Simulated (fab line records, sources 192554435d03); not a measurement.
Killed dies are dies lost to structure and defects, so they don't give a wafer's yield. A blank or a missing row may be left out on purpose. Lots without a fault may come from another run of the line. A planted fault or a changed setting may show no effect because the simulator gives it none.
fab line records | flow n5_finfet
record lots=5 wafers=14 last_day=20
route steps=1938 shown BEOL_M5@1182 BEOL_M6@1194 PASSIVATION@1936
lots that met no fault: from a run of the same line without faults
start_h: hours from the record's first day to the start of the lot's first wafer shown | wait_h: hours since the lot's step before | " the same as in the row above | L1.1+2: a row that stands for several wafers | - no value, or no start given | * or withheld: withheld | < > ~ a bound
route shown NAME@n: a module of which the file shows steps, and the number in the route of the first | usual: mean/standard deviation of fault-free wafers | same: alike in all rows | chamber/n: place in a boat | sites: the reading at each site | _std_site: their standard deviation | _edge_site: outer sites' mean less inner sites' | radius_mm: how far each site lies from the wafer's centre | mask NAME#n: copy n | behind: the tool/chamber that last shaped the wafer | hold: why the lot was held/for how many hours/how that ended | device: the transistor (n, p or np) that didn't switch | end of line: the same wafers' tests at the end of the route | a step without rows: its recipe alone | killed: dies lost to structure and defects at the first sort, not the wafer's yield | map: a wafer's dies, x killed, . not, _ none there
set.NAME: the setting as run; set.NAME@STEP: as run at that earlier step | model.NAME: the simulator's own value behind a step, which no gauge read
lots at some steps of the route; a table a step, a row a wafer
services: from which hour (start_h, from the record's first day; less than 0 if before it) a tool's chamber was out of use, for how many hours, and why
## steps
# step N5_BEOL_M5_ANNEAL_89
# recipe temp_c=400 time_s=1800 ambient=vacuum
# step N5_BEOL_M5_SPUTTER_90
# recipe material=Cu target_thk_a=45 temp_c=-20 chamber_pressure_pa=0.07 power_w=withheld time_s=8.29
# usual throttle_valve_pct=29.6/0.89
# columns lot.wafer tool chamber start_h wait_h throttle_valve_pct
L164.1 pvd_sputter-01 - 208.41 0.5 28.7
L164.4 " - " " 30.6
L164.6 " - " " 28.5
L171.1 pvd_sputter-03 - 269.94 0.5 29.7
L171.5 " - " " 28.8
L181.2 pvd_sputter-01 - 313.78 0.5 28.5
L181.3 " - " " 28.9
L181.6 " - " " 28.6
L184.1 pvd_sputter-02 - 344.02 0.6 28.9
L184.2 " - " " 30.4
L184.3 " - " " 29.1
L187.2 pvd_sputter-02 - 362.24 0.5 29.6
L187.3 " - " " 29.1
L187.5 " - " " 29.2
# step N5_BEOL_M5_ECD_50
# recipe material=Cu target_thk_a=3000
# step N5_BEOL_M5_ANNEAL_51
# recipe temp_c=225 time_s=90 ambient=N2
# step N5_BEOL_M5_CMP_52
# recipe stop_on=SiCOH_lowk t_overpolish_s=6.9 down_force_psi=1 platen_rpm=50 clearing_platen_down_force_psi=1.5 clearing_platen_rpm=50 post_cmp_clean=cu_alkaline target_thk_nm=62 clearing_platen_pad_velocity_m_s=0.99484 pad_velocity_m_s=0.99484
# step N5_BEOL_M5_THK_MEAS_53
# recipe thk_meas_gauge=xrf reads=Cu_of_BEOL_M5_ECD_50
# usual M5_THK=61.3/2.2
# columns lot.wafer tool chamber start_h wait_h M5_THK[nm]
L164.1 film_metro-01 - 209.20 - 64.2
L164.4 " - " " 56.4
L164.6 " - " " 64.7
L171.1 film_metro-01 - 270.74 - 65.1
L171.5 " - " " 62.2
L181.2 film_metro-01 - 314.58 - 62.6
L181.3 " - " " 59.5
L181.6 " - " " 62.8
L184.1 film_metro-02 - 344.82 - 62.4
L184.2 " - " " 61.8
L184.3 " - " " 60.5
L187.2 film_metro-01 - 363.04 - 59.7
L187.3 " - " " 61.4
L187.5 " - " " 60.4
# step N5_BEOL_M5_PRE_CLEAN_77
# recipe gas=NH3/H2 time_s=15 temp_c=* rf_power_w=300
# usual heater_power_w=80/15
# columns lot.wafer tool chamber start_h wait_h heater_power_w
L164.1 cvd_co-01 2 209.24 0.0 77
L164.4 " 1 " " 103
L164.6 " 2 " " 76
L171.1 cvd_co-02 0 270.78 0.0 90
L171.5 " 2 " " 64
L181.2 cvd_co-02 2 314.76 0.2 62
L181.3 " 0 " " 88
L181.6 " 1 " " 80
L184.1 cvd_co-02 2 344.86 0.0 62
L184.2 " 0 " " 93
L184.3 " 0 " " 91
L187.2 cvd_co-01 2 363.08 0.0 80
L187.3 " 0 " " 60
L187.5 " 2 " " 81
# step N5_BEOL_M5_CO_CAP_78
# recipe material=Co target_thk_a=20 temp_c=200 precursor=CCTBA/H2 pressure_torr=30 time_s=102.1
# step N5_BEOL_M5_PRE_CLEAN_55
# recipe gas=NH3 time_s=15 temp_c=withheld rf_power_w=300
# step N5_BEOL_M5_DEP_56
# recipe material=SiCN target_thk_a=80 temp_c=withheld precursor=3MS/NH3 pressure_torr=3 rf_w=202 time_s=14
# usual chamber_pressure_Torr=3.001/0.0061 showerhead_plenum_p_Torr=3.669/0.012 throttle_valve_pct=9.1/0.64
# columns lot.wafer tool chamber start_h wait_h chamber_pressure_Torr showerhead_plenum_p_Torr throttle_valve_pct
L164.1 pecvd-01 2 209.39 0.0 2.997 3.664 8.7
L164.4 " 0 " " 3.005 3.667 9.6
L164.6 " 2 " " 2.996 3.660 8.4
L171.1 pecvd-01 2 270.93 0.0 2.999 3.670 9.0
L171.5 " 1 " " 2.995 3.659 9.3
L181.2 pecvd-01 2 314.92 0.0 2.996 3.672 8.7
L181.3 " 0 " " 3.002 3.669 9.4
L181.6 " 1 " " 3.010 3.659 9.3
L184.1 pecvd-01 1 345.07 0.0 3.000 3.659 9.2
L184.2 " 2 " " 3.009 3.660 8.7
L184.3 " 0 " " 3.017 3.654 9.5
L187.2 pecvd-03 1 363.23 0.0 2.999 3.684 8.8
L187.3 " 0 " " 3.005 3.685 10.5
L187.5 " 0 " " 2.997 3.672 10.6
# step N5_BEOL_M5_RS_MEAS_57
# recipe thk_meas_gauge=four-point-probe reads=Co_of_BEOL_M5_CO_CAP_78+Cu_of_BEOL_M5_ECD_50+Co_of_BEOL_M5_CVD_47+TaN_of_BEOL_M5_ALD_86
# usual M5_RS=0.390/0.016
# columns lot.wafer tool chamber start_h wait_h M5_RS[ohm/sq]
L164.1 film_metro-01 - 209.46 0.0 0.369
L164.4 " - " " 0.432
L164.6 " - " " 0.368
L171.1 film_metro-02 - 271.00 0.0 0.366
L171.5 " - " " 0.382
L181.2 film_metro-01 - 314.99 0.1 0.378
L181.3 " - " " 0.404
L181.6 " - " " 0.376
L184.1 film_metro-02 - 345.14 0.0 0.381
L184.2 " - " " 0.385
L184.3 " - " " 0.394
L187.2 film_metro-01 - 363.30 0.1 0.401
L187.3 " - " " 0.387
L187.5 " - " " 0.396
# step N5_BEOL_M5_INSPECT_58
# recipe inspect_instrument=darkfield mode=post_dep
# usual raw_defect_count=72/23
# columns lot.wafer tool chamber start_h wait_h raw_defect_count
L164.1 defect_inspect-02 - 209.49 0.0 69
L164.4 " - " " 56
L164.6 " - " " 72
L171.1 defect_inspect-01 - 271.02 0.0 57
L171.5 " - " " 53
L181.2 defect_inspect-02 - 315.01 0.0 84
L181.3 " - " " 49
L181.6 " - " " 56
L184.1 defect_inspect-01 - 345.17 0.0 67
L184.2 " - " " 78
L184.3 " - " " 92
L187.2 defect_inspect-02 - 363.33 0.0 93
L187.3 " - " " 53
L187.5 " - " " 36
# step N5_BEOL_M6_ILD_DEP_00
# recipe material=SiCOH_lowk target_thk_a=1797.5 temp_c=300 precursor=DEMS/porogen pressure_torr=5 rf_w=500 time_s=33.4
# usual chamber_pressure_Torr=5.000/0.01 heater_power_w=342/71 showerhead_plenum_p_Torr=5.741/0.021 throttle_valve_pct=14.5/1.3
# columns lot.wafer tool chamber start_h wait_h chamber_pressure_Torr heater_power_w showerhead_plenum_p_Torr throttle_valve_pct model.SiCOH_lowk_of_BEOL_M6_ILD_DEP_00.thk_nm
L164.1 pecvd-03 0 209.52 0.0 4.990 382 5.766 15.9 181
L164.4 " 0 " " 5.003 381 5.762 16.0 183
L164.6 " 1 " " 5.002 332 5.755 13.5 180.6
L171.1 pecvd-03 2 271.06 0.0 5.008 454 5.719 13.4 179
L171.5 " 0 " " 5.014 420 5.761 15.8 189.8
L181.2 pecvd-01 1 315.05 0.0 5.002 195 5.741 14.2 180
L181.3 " 2 " " 5.002 359 5.724 13.0 182.2
L181.6 " 2 " " 4.998 373 5.731 13.2 182.4
L184.1 pecvd-04 2 345.20 0.0 4.997 372 5.710 13.6 177.6
L184.2 " 0 " " 4.997 302 5.779 14.3 176.8
L184.3 " 1 " " 5.000 334 5.756 17.0 179.6
L187.2 pecvd-01 1 363.36 0.0 5.001 205 5.732 14.2 185.4
L187.3 " 0 " " 4.994 270 5.725 14.8 185.8
L187.5 " 1 " " 5.006 210 5.735 13.8 186.4
# step N5_BEOL_M6_CURE_74
# recipe temp_c=385 time_s=240 ambient=He/Ar material=SiCOH_lowk
# step N5_BEOL_M6_THK_MEAS_01
# recipe reads=SiCOH_lowk_of_BEOL_M6_ILD_DEP_00
# usual M6_ILD_THK=155.9/2.5
# columns lot.wafer tool chamber start_h wait_h M6_ILD_THK[nm]
L164.1 film_metro-02 - 210.10 0.4 156.1
L164.4 " - " " 157.7
L164.6 " - " " 155.8
L171.1 film_metro-01 - 271.64 0.4 154.5
L171.5 " - " " 163.7
L181.2 film_metro-02 - 315.62 0.4 155.4
L181.3 " - " " 157.0
L181.6 " - " " 157.4
L184.1 film_metro-02 - 346.39 0.8 153.2
L184.2 " - " " 152.6
L184.3 " - " " 154.8
L187.2 film_metro-01 - 363.94 0.4 159.9
L187.3 " - " " 160.3
L187.5 " - " " 160.6
# step N5_BEOL_M6_PECVD_70
# recipe material=SiO2 target_thk_a=200 temp_c=400 precursor=TEOS/O2 pressure_torr=5.5 rf_w=450 teos_flow_sccm=53.8 gas=O2 flow_sccm=3000 time_s=22.7
# step N5_BEOL_M6_HM_DEP_02
# recipe material=TiN target_thk_a=200 temp_c=25 chamber_pressure_pa=0.49996
# step N5_BEOL_M6_COAT_59
# recipe resist=SOC temp_c=250 time_s=60 spin_rpm=1500 resist_thk_nm=100
# step N5_BEOL_M6_COAT_60
# recipe resist=SiARC temp_c=220 time_s=60 spin_rpm=1500 resist_thk_nm=35
# step N5_BEOL_M6_COAT_05
# recipe resist=CAR-ArF spin_rpm=1500 resist_thk_nm=90
# step N5_BEOL_M6_EBR_07
# recipe solvent=PGMEA ebr_width_mm=1.5
# step N5_BEOL_M6_SOFTBAKE_06
# recipe temp_c=110 time_s=60 resist=CAR-ArF
# step N5_BEOL_M6_EXPOSE_08
# recipe mask_id=M6 na=1.35 source_shape=dipole sigma_inner=0.817 sigma_outer=0.97 polarization=te dose_mj=68.25
# step N5_BEOL_M6_PEB_09
# recipe peb_temp_c=withheld peb_time_s=60 resist=CAR-ArF
# step N5_BEOL_M6_DEVELOP_10
# recipe develop_time_s=30 developer=TMAH resist=CAR-ArF rinse_liquid=diw dry=air_spin dev_temp_c=23
# step N5_BEOL_M6_CD_MEAS_11
# recipe target_cd_nm=38.5 landing_energy_ev=500 detector=se_inlens polarity=opening
# usual cd_nm=38.9/0.77
# columns lot.wafer tool chamber start_h wait_h cd_nm
L164.1 cd_sem-02 0 210.82 - 38.1
L164.4 " 0 " " 39.4
L164.6 " 0 " " 39.5
L171.1 cd_sem-01 0 274.10 - 39.0
L171.5 " 0 " " 39.4
L181.2 cd_sem-03 0 317.52 - 39.3
L181.3 " 0 " " 40.2
L181.6 " 0 " " 39.8
L184.1 cd_sem-02 0 348.72 - 38.4
L184.2 " 0 " " 39.2
L184.3 " 0 " " 39.4
L187.2 cd_sem-03 0 365.39 - 38.0
L187.3 " 0 " " 38.3
L187.5 " 0 " " 38.6
# step N5_BEOL_M6_OVL_MEAS_12
# recipe points_per_wafer=44
# usual M6_OVL=-0.2/0.65
# columns lot.wafer tool chamber start_h wait_h M6_OVL[nm]
L164.1 overlay-02 0 210.85 0.0 -0.1
L164.4 " 0 " " -0.6
L164.6 " 0 " " 0.3
L171.1 overlay-02 0 274.13 0.0 0.6
L171.5 " 0 " " -0.1
L181.2 overlay-02 0 317.55 0.0 -1.0
L181.3 " 0 " " -1.0
L181.6 " 0 " " -1.2
L184.1 overlay-02 0 348.75 0.0 -0.3
L184.2 " 0 " " 0.1
L184.3 " 0 " " -0.1
L187.2 overlay-01 0 365.42 0.0 -2.0
L187.3 " 0 " " -0.2
L187.5 " 0 " " -1.1
# step N5_BEOL_M6_INSPECT_13
# recipe mode=adi inspect_instrument=brightfield
# usual raw_defect_count=417/95
# columns lot.wafer tool chamber start_h wait_h raw_defect_count
L164.1 defect_inspect-02 - 210.87 0.0 440
L164.4 " - " " 320
L164.6 " - " " 319
L171.1 defect_inspect-02 - 274.16 0.0 313
L171.5 " - " " 553
L181.2 defect_inspect-02 - 317.57 0.0 401
L181.3 " - " " 252
L181.6 " - " " 343
L184.1 defect_inspect-01 - 348.77 0.0 444
L184.2 " - " " 445
L184.3 " - " " 456
L187.2 defect_inspect-01 - 365.44 0.0 476
L187.3 " - " " 461
L187.5 " - " " 409
# step N5_BEOL_M6_DESCUM_16
# recipe chemistry=O2 time_s=7.9 source_power_w=50 bias_power_w=20 pressure_mtorr=20 rf_frequency_hz=2.712e+07 temp_c=40 resist=CAR-ArF o2_flow_sccm=225
# step N5_BEOL_M6_ETCH_61
# recipe chemistry=CF4 target=SiARC target_depth_a=455 mask_material=CAR-ArF time_s=75.8 ion_energy_ev=80 pressure_mtorr=40 source_w=545 bias_w=36 Ar_flow_sccm=100 cf4_flow_sccm=100 ends=cleared
# step N5_BEOL_M6_ETCH_62
# recipe chemistry=N2/H2 target=SOC target_depth_a=1100 overetch_a=220 mask_material=SiARC temp_c=40 time_s=165 ion_energy_ev=200 pressure_mtorr=30 source_w=840 bias_w=150 n2_flow_sccm=200 h2_flow_sccm=200
# usual drypump_motor_current_A=5.6/0.4 oes_product_au=0.66/0.073 rf_vpp_V=523.5/2.9 showerhead_plenum_p_Torr=2.51/0.095 throttle_valve_pct=17.8/0.34
# columns lot.wafer tool chamber start_h wait_h drypump_motor_current_A oes_product_au rf_hours_counter_h rf_vpp_V showerhead_plenum_p_Torr throttle_valve_pct
L164.1 rie_diel-01 3 211.00 0.0 5.0 0.66 146 521.4 2.41 17.7
L164.4 " 1 " " 5.8 0.68 120 527.7 2.69 17.8
L164.6 " 0 " " 6.2 0.57 - 526.6 2.59 17.9
L171.1 rie_diel-05 3 275.40 0.0 5.5 0.82 4 529.1 2.68 17.1
L171.5 " 0 " " 5.1 0.61 - 520.7 2.41 17.9
L181.2 rie_diel-01 2 317.89 0.0 5.1 0.57 252 522.0 2.53 18.4
L181.3 " 3 " " 5.0 0.62 189 520.5 2.39 17.8
L181.6 " 2 " " 5.1 0.58 - 521.7 2.53 18.4
L184.1 rie_diel-04 3 348.90 0.0 5.5 0.61 205 520.4 2.40 17.8
L184.2 " 2 " " 5.6 0.67 92 525.0 2.56 18.0
L184.3 " 1 " " 6.1 0.59 238 520.0 2.41 18.2
L187.2 rie_diel-04 2 365.90 0.0 5.6 0.67 103 525.1 2.55 18.0
L187.3 " 3 " " 5.5 0.60 216 519.9 2.40 17.8
L187.5 " 3 " " 5.5 0.61 - 520.8 2.40 17.8
# step N5_BEOL_M6_STRIP_68
# recipe chemistry=N2/H2 temp_c=40 n2_flow_sccm=200 h2_flow_sccm=200 rf_frequency_hz=6e+07
# step N5_BEOL_M6_STRIP_67
# recipe chemistry=CF4 resist=SiARC power_w=300 bias_power_w=75 pressure_mtorr=50 cf4_flow_sccm=150 rf_frequency_hz=6e+07
# step N5_BEOL_M6_HM_OPEN_17
# recipe chemistry=Cl2/BCl3 target_depth_a=200 overetch_a=60 target=TiN mask_material=SOC ion_energy_ev=150 pressure_mtorr=10 icp_w=1000 bias_w=126 Cl2_flow_sccm=53.25 bcl3_flow_sccm=21.75 Ar_flow_sccm=25
# step N5_BEOL_M6_STRIP_19
# recipe chemistry=O2 power_w=400 temp_c=40 pressure_mtorr=30 rf_frequency_hz=6e+07 bias_power_w=0 overash_fraction=0.2 o2_flow_sccm=225
# usual drypump_motor_current_A=5.6/0.41 oes_product_au=0.77/0.085 rf_vpp_V=3.6/0.59 showerhead_plenum_p_Torr=2.07/0.071 throttle_valve_pct=16.74/0.23
# columns lot.wafer tool chamber start_h wait_h drypump_motor_current_A oes_product_au rf_hours_counter_h rf_vpp_V showerhead_plenum_p_Torr throttle_valve_pct
L164.1 rie_diel-04 1 211.37 0.2 6.2 0.72 186 3.3 2.00 16.92
L164.4 " 3 " " 5.5 0.76 155 4.2 2.04 16.84
L164.6 " 2 " " 5.6 0.90 - 3.3 2.11 16.67
L171.1 rie_diel-04 2 275.86 0.2 5.6 0.86 63 3.2 2.11 16.73
L171.5 " 2 " " 5.6 0.85 - 3.9 2.10 16.72
L181.2 rie_diel-01 2 318.19 0.1 5.2 0.67 252 3.1 2.06 16.91
L181.3 " 3 " " 5.0 0.72 189 4.1 2.01 16.97
L181.6 " 0 " " 6.2 0.90 - 3.4 2.16 16.55
L184.1 rie_diel-05 1 349.31 0.2 6.2 0.73 185 4.2 2.09 17.09
L184.2 " 3 " " 5.5 0.92 33 2.9 2.24 16.28
L184.3 " 2 " " 5.2 0.91 24 3.8 2.12 16.33
L187.2 rie_diel-04 0 366.34 0.2 5.8 0.75 177 4.1 2.12 16.55
L187.3 " 1 " " 6.1 0.67 249 3.4 1.98 17.03
L187.5 " 0 " " 5.8 0.75 - 2.7 2.12 16.56
# step N5_BEOL_M6_CD_MEAS_18
# recipe pitch_nm=80 target_cd_nm=40
# usual cd_nm=40.6/0.9
# columns lot.wafer tool chamber start_h wait_h cd_nm
L164.1 cd_sem-02 - 211.44 0.0 40.1
L164.4 " - " " 40.5
L164.6 " - " " 41.5
L171.1 cd_sem-01 - 275.93 0.0 40.1
L171.5 " - " " 40.3
L181.2 cd_sem-02 - 318.26 0.1 41.0
L181.3 " - " " 41.5
L181.6 " - " " 41.4
L184.1 cd_sem-03 - 349.38 0.0 40.5
L184.2 " - " " 41.3
L184.3 " - " " 41.0
L187.2 cd_sem-03 - 366.41 0.1 39.3
L187.3 " - " " 40.4
L187.5 " - " " 40.2
# step N5_BEOL_M6_COAT_63
# recipe resist=SOC temp_c=250 time_s=60 spin_rpm=1500 resist_thk_nm=60
# step N5_BEOL_M6_COAT_64
# recipe resist=SiARC temp_c=220 time_s=60 spin_rpm=1500 resist_thk_nm=12
# step N5_BEOL_M6_COAT_71
# recipe resist=underlayer temp_c=205 time_s=60 spin_rpm=1500 resist_thk_nm=5
# step N5_BEOL_M6_COAT_22
# recipe resist=CAR-EUV spin_rpm=1500 resist_thk_nm=30
# step N5_BEOL_M6_EBR_24
# recipe solvent=PGMEA ebr_width_mm=1.5
# step N5_BEOL_M6_SOFTBAKE_23
# recipe temp_c=110 time_s=60 resist=CAR-EUV
# step N5_BEOL_M6_CMP_52
# recipe stop_on=SiCOH_lowk t_overpolish_s=6.9 down_force_psi=1 platen_rpm=50 clearing_platen_down_force_psi=1.5 clearing_platen_rpm=50 post_cmp_clean=cu_alkaline target_thk_nm=80 clearing_platen_pad_velocity_m_s=0.99484 pad_velocity_m_s=0.99484
# usual barrier_field_endpoint_s=29.1/0.83 motor_current_A=6.2/0.69 overpolish_run_s=6.899/0.0084 time_to_endpoint_s=62/4.1
# columns lot.wafer tool chamber start_h wait_h barrier_field_endpoint_s motor_current_A overpolish_run_s time_to_endpoint_s model.SiCOH_lowk_of_BEOL_M6_ILD_DEP_00.thk_nm
L164.1 cmp-02 3 214.49 0.3 28.1 6.2 6.896 61 153
L164.4 " 2 " " 29.4 5.0 6.898 64 154.8
L164.6 " 3 " " 29.2 6.1 6.906 61 152.8
L171.1 cmp-03 1 280.46 0.3 28.3 6.2 6.911 66 151.4
L171.5 " 1 " " 29.5 6.4 6.916 65 160.8
L181.3 cmp-01 0 324.13 0.2 28.1 6.8 6.897 59 154
L181.2 " 2 " " 29.1 6.2 6.899 63 152.2
L181.6 " 3 " " 29.5 5.5 6.898 65 154.4
L184.1 cmp-01 0 355.86 0.3 27.8 6.6 6.892 61 150.2
L184.3 " 2 " " 28.7 5.8 6.912 62 151.8
L184.2 " 3 " " 29.6 5.4 6.890 66 149.4
L187.3 cmp-01 2 370.21 0.2 30.7 5.8 6.901 62 157.4
L187.2 " 0 " " 28.1 6.5 6.917 59 157
L187.5 " 2 " " 31.0 6.0 6.907 61 157.8
# step N5_PASSIVATION_PROBE_49
# usual defect_limited_yield=91.2/1.5 killed_at_M0_to_M3=36/10 killed_at_M4_up=14/5.2 killed_at_contacts=12/6 killed_at_front_end=37/10 killed_at_other=4/3.3 killed_dies=104/18 killed_open=68/14 killed_short=34/7.4 sort_bin_5_function=5.2/1 sort_bin_6_memory=3.3/0.7 sort_bin_8_speed=0.01/0.045 sort_n_pass=1076/18 sort_yield_pct=91.2/1.5
# same gross_dies=1180 killed_at_back_side=0 sort_bin_4_leakage[%]=0
# columns lot.wafer tool chamber start_h wait_h defect_limited_yield[%] killed_at_M0_to_M3 killed_at_M4_up killed_at_contacts killed_at_front_end killed_at_other killed_dies killed_open killed_short sort_bin_5_function[%] sort_bin_6_memory[%] sort_bin_8_speed[%] sort_n_pass sort_yield_pct[%]
L181.2 prober-01 - 420.08 0.1 93.5 23 8 4 34 8 77 47 29 4.1 2.2 0.08 1103 93.5
L181.3 prober-01 - 420.13 0.1 90.1 31 25 12 39 10 117 80 36 5.5 4.1 0 1063 90.1
L181.6 prober-01 - 420.28 0.3 89.9 21 27 8 57 6 119 88 31 5.8 4.0 0 1061 89.9
L184.1 prober-02 - 460.04 0.0 92.2 54 10 8 20 0 92 60 32 4.5 3.1 0 1088 92.2
L184.2 prober-02 - 460.09 0.1 91.5 34 12 10 43 1 100 60 40 5.1 3.1 0 1080 91.5
L184.3 prober-02 - 460.14 0.1 90.9 51 13 13 29 1 107 68 39 5.6 2.9 0 1073 90.9
# killed by level:class
L181.2 BEOL_M0_SAQP:geometric_particle:open=7 STARTING-WAFER:geometric_particle:open=6 STI_FIN_REVEAL:geometric_particle:open=5 DUMMY_GATE:geometric_particle:open=5 MOL_CONTACT_COAG:geometric_particle:open=4 BEOL_M0_SAQP:geometric_particle:short=4 MIM_TOP_ETCH:geometric_particle:short=4 FIN_SAQP:geometric_particle:short=3
L181.3 BEOL_M4:geometric_particle:open=16 STI_FIN_REVEAL:geometric_particle:open=15 BEOL_M2:geometric_particle:open=8 MOL_CONTACT_COAG:geometric_particle:open=7 BEOL_M3:geometric_particle:open=6 MOL_CONTACT_COAG:geometric_particle:short=5 BEOL_M0_SAQP:geometric_particle:open=5 STARTING-WAFER:geometric_particle:open=5
L181.6 BEOL_M4:geometric_particle:open=18 STI_FIN_REVEAL:geometric_particle:open=11 FIN_SAQP:geometric_particle:open=8 ILD0:geometric_particle:open=7 BEOL_M1:geometric_particle:open=7 FIN_SAQP:geometric_particle:short=6 MOL_CONTACT_COAG:geometric_particle:open=6 STARTING-WAFER:geometric_particle:open=5
L184.1 BEOL_M1:geometric_particle:open=12 BEOL_M3:geometric_particle:open=9 BEOL_M0_SAQP:geometric_particle:short=8 BEOL_M0_SAQP:geometric_particle:open=8 MOL_CONTACT_COAG:geometric_particle:open=7 BEOL_M3:geometric_particle:short=6 FIN_SAQP:geometric_particle:open=5 BEOL_M4:geometric_particle:short=5
L184.2 BEOL_M2:geometric_particle:open=10 GATE_CUT:geometric_particle:short=9 GATE_CUT:geometric_particle:open=9 MOL_CONTACT_COAG:geometric_particle:open=9 FIN_SAQP:geometric_particle:short=8 FIN_SAQP:geometric_particle:open=5 STARTING-WAFER:geometric_particle:short=5 BEOL_M0_SAQP:geometric_particle:short=5
L184.3 MOL_CONTACT_COAG:geometric_particle:open=12 BEOL_M2:geometric_particle:open=11 BEOL_M0_SAQP:geometric_particle:short=9 BEOL_M1:geometric_particle:open=9 BEOL_M0_SAQP:geometric_particle:open=8 GATE_CUT:geometric_particle:short=7 FIN_SAQP:geometric_particle:short=6 BEOL_M3:geometric_particle:open=6
## services
# columns tool chamber start_h hours kind
pecvd-01 - 194.92 1.3 repair
rie_diel-04 2 196.85 3.7 repair
cmp-02 - 216.81 1.2 repair
cmp-01 - 217.37 1.1 repair
pvd_sputter-01 - 219.23 4.0 repair
pecvd-03 1 226.92 4.8 repair
cmp-02 - 231.63 10.3 pm
cvd_co-02 2 240.71 4.8 repair
cvd_co-01 0 243.52 11.4 repair
pecvd-03 - 255.03 14.6 pm
cmp-02 - 259.41 4.0 pm
rie_diel-04 0 268.44 10.6 repair
cmp-01 - 269.12 8.4 pm
rie_diel-04 3 273.77 2.0 repair
cmp-01 - 278.95 0.5 repair
cvd_co-02 - 285.01 2.8 pm
rie_diel-05 1 286.76 30.4 repair
pecvd-01 - 295.80 14.6 pm
pecvd-03 0 307.10 28.4 repair
rie_diel-01 1 313.20 6.2 repair
cmp-01 - 325.02 0.8 repair
cvd_co-02 - 333.80 0.5 repair
rie_diel-01 - 351.84 15.6 pm
pecvd-01 1 366.46 4.7 repair
## key
first_sign step=N5_BEOL_M6_THK_MEAS_01 reading=M6_ILD_THK direction=up sigmas=3.1 usual=155.9 struck=163.7
effect none on later readings
model_effect step=N5_BEOL_M6_ILD_DEP_00 value=SiCOH_lowk_of_BEOL_M6_ILD_DEP_00.thk_nm without=182.6 struck=189.8
model_effect step=N5_BEOL_M6_CMP_52 value=SiCOH_lowk_of_BEOL_M6_ILD_DEP_00.thk_nm without=154.4 struck=160.8
met_at N5_BEOL_M6_ILD_DEP_00
struck_wafers L171.5
onset_between 209.52 271.06
fault kind=process_parameter_drift tool=pecvd-03 chamber=- onset_h=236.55 steps=N5_BEOL_M6_ILD_DEP_00 channel=time_s offset=* shape=step end_h=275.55 scope=struck_wafers_only acts_in=* stated=*
